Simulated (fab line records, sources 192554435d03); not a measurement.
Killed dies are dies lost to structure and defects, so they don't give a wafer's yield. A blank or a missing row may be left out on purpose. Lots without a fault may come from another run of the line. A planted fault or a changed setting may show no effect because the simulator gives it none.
Chamber matching | flow n5_finfet | N5_FIN_CUT_STRIP_24 on rie_diel-04: 4 sister chambers
The step strips in CF4. 8 wafers are shown with their chamber, then 7 later ones without.

WAFERS WITH THEIR CHAMBER
wafer  | chamber | showerhead_plenum_p_Torr (Torr) | drypump_motor_current_A (A)
L079.2 | 3       | 1.77                            | 4.9
L079.6 | 1       | 1.82                            | 5.5
L080.3 | 2       | 1.71                            | 6.5
L083.2 | 0       | 1.80                            | 6.2
L083.5 | 3       | 1.77                            | 5.0
L083.6 | 0       | 1.80                            | 6.1
L086.1 | 2       | 1.71                            | 6.6
L086.5 | 1       | 1.81                            | 5.6

WAFERS WITHOUT THEIR CHAMBER
wafer  | showerhead_plenum_p_Torr (Torr) | drypump_motor_current_A (A)
L086.6 | 1.80                            | 6.1
L093.1 | 1.77                            | 5.0
L093.4 | 1.81                            | 5.5
L093.5 | 1.71                            | 6.5
L095.2 | 1.81                            | 5.5
L095.3 | 1.71                            | 6.5
L095.4 | 1.77                            | 5.0

WHICH CHAMBER EACH WENT THROUGH
wafer  | from the rows above | in truth
L086.6 | 0                   | 0
L093.1 | 3                   | 3
L093.4 | 1                   | 1
L093.5 | 2                   | 2
L095.2 | 1                   | 1
L095.3 | 2                   | 2
L095.4 | 3                   | 3
Placed correctly: 7 of 7. Can't be placed from these rows: 0. Placed wrongly: 0.
How it was worked out, from the rows above alone: a wafer's distance from a chamber is the root of the sum, over the readings, of the square of ((its reading less the chamber's mean) divided by the reading's scatter). The wafer belongs to the nearest chamber; if the next one is less than 2 further off, it can't be placed. A chamber's mean is the mean of its shown wafers. The scatter: the root of (the sum of the squares of (reading less its chamber's mean) over the shown wafers, divided by (wafers less chambers)).
